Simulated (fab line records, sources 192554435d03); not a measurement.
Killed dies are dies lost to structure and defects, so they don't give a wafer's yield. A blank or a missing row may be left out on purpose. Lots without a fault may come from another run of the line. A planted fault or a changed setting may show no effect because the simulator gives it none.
Chamber matching | flow n5_finfet | N5_BEOL_M7_STRIP_67 on rie_diel-04: 4 sister chambers
The step strips in CF4. 4 wafers are shown with their chamber, then 8 later ones without.

WAFERS WITH THEIR CHAMBER
wafer  | chamber | showerhead_plenum_p_Torr (Torr)
L089.2 | 3       | 1.72
L089.5 | 1       | 1.82
L089.6 | 0       | 1.76
L091.1 | 2       | 1.91

WAFERS WITHOUT THEIR CHAMBER
wafer  | showerhead_plenum_p_Torr (Torr)
L091.2 | 1.71
L091.6 | 1.91
L090.1 | 1.71
L090.3 | 1.76
L090.4 | 1.82
L095.1 | 1.75
L095.2 | 1.90
L095.6 | 1.75

WHICH CHAMBER EACH WENT THROUGH
wafer  | from the rows above | in truth
L091.2 | 3                   | 3
L091.6 | 2                   | 2
L090.1 | 3                   | 3
L090.3 | 0                   | 0
L090.4 | 1                   | 1
L095.1 | 0                   | 0
L095.2 | 2                   | 2
L095.6 | 0                   | 0
Placed correctly: 8 of 8. Can't be placed from these rows: 0. Placed wrongly: 0.
How it was worked out, from the rows above alone: a wafer's distance from a chamber is the root of the sum, over the readings, of the square of ((its reading less the chamber's mean) divided by the reading's scatter). The wafer belongs to the nearest chamber; if the next one is less than 2 further off, it can't be placed. A chamber's mean is the mean of its shown wafers. The scatter: with one shown wafer a chamber, the root of the mean of the squares of how far each hidden wafer lies from its nearest shown one.
